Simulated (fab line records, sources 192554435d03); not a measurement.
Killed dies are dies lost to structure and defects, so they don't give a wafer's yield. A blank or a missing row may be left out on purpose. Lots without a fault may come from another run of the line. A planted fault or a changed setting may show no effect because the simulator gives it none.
Split-lot experiment | flow n5_finfet | 7 lots, 21 wafers read, on a route of 1938 steps

THE SPLIT
At N5_BEOL_M12_ETCH_68 (etches SOC in N2/H2, time 285 s), the setting time_s was moved away from the recipe's 285 s on 5 of the 21 wafers read, by -13.1% to +18.1%. The other wafers ran this setting at the recipe's value.

The reading is taken at the split's own step.

THE READING
SiARC_of_BEOL_M12_COAT_66.thk_nm (the simulator's own value, which no gauge read), in nm, at N5_BEOL_M12_ETCH_68 (etches SOC in N2/H2, time 285 s). The file gives no usual value for it. The 16 wafers here that ran the recipe average 85.9 nm, standard deviation 0.46 nm.

wafer  | tool, chamber at the split | time_s as run, s | against the recipe | SiARC_of_BEOL_M12_COAT_66.thk_nm, nm | against lot-mates on the recipe
L074.1 | rie_diel-02, 2             | 336.5            | +18.1%             | 80.2                                 | -5.6
L074.2 | rie_diel-02, 0             | 336.5            | +18.1%             | 81.8                                 | -4.0
L074.3 | rie_diel-02, 3             | 285              | recipe             | 85.8                                 | -
L077.3 | rie_diel-02, 1             | 247.7            | -13.1%             | 88.8                                 | +3.2
L077.4 | rie_diel-02, 0             | 285              | recipe             | 85.8                                 | -
L077.5 | rie_diel-02, 3             | 285              | recipe             | 85.4                                 | -
L078.1 | rie_diel-01, 1             | 285              | recipe             | 85.2                                 | -
L078.3 | rie_diel-01, 0             | 285              | recipe             | 85.6                                 | -
L078.5 | rie_diel-01, 1             | 285              | recipe             | 85                                   | -
L080.1 | rie_diel-01, 1             | 285              | recipe             | 86                                   | -
L080.2 | rie_diel-01, 0             | 301.2            | +5.7%              | 84.6                                 | -1.3
L080.3 | rie_diel-01, 3             | 285              | recipe             | 85.8                                 | -
L084.4 | rie_diel-01, 3,0           | 285              | recipe             | 86.4                                 | -
L084.5 | rie_diel-01, 3,0           | 285              | recipe             | 86.4                                 | -
L084.6 | rie_diel-01, 1             | 285              | recipe             | 86                                   | -
L088.1 | rie_diel-02, 0             | 285              | recipe             | 86.6                                 | -
L088.5 | rie_diel-02, 0             | 285              | recipe             | 86.6                                 | -
L088.2 | rie_diel-02, 1             | 268.8            | -5.7%              | 87.2                                 | +0.6
L096.2 | rie_diel-04, 3             | 285              | recipe             | 86                                   | -
L096.3 | rie_diel-04, 0             | 285              | recipe             | 85.4                                 | -
L096.6 | rie_diel-04, 2             | 285              | recipe             | 85.8                                 | -
Where a row lists several chambers, the file gives one row for several wafers and doesn't say which wafer went through which chamber.

THE FIT
A straight line over all 21 wafers: SiARC_of_BEOL_M12_COAT_66.thk_nm changes by -0.257 nm for each +1% of time_s; r = -0.96; the points scatter about the line by 0.51 nm.
The same after taking each lot's own level away (the mean of its wafers on the recipe; 21 wafers): -0.253 nm for each +1%; r = -0.98; scatter 0.37 nm.
On that fit, the largest move of time_s shifts the reading by 4.6 nm.
The lots' own levels span 85.27 to 86.60 nm, that is 2.9 times the standard deviation above.
So the lot-to-lot level changes the slope little: the two slopes agree.
Check: with one of the wafers moved furthest among these (+18.1%) left out of the fit, the line predicts -4.03 nm for it against its lot-mates. It came out at -5.6 nm against them.

OTHER SPLITS ON THESE WAFERS
These wafers also went through other splits before the reading. Each is held against what the fit with the lots' levels taken away leaves over:
other split on the same wafers | wafers away from the commonest value | r with SiARC_of_BEOL_M12_COAT_66.thk_nm (lot level and that fit taken away)
N5_BEOL_M11_EXPOSE_08 dose_mj  | 5                                    | +0.09

THE FILE'S OWN FIT
SiARC_of_BEOL_M12_COAT_66.thk_nm changes by -0.248 nm for each +1% of time_s, r = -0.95.
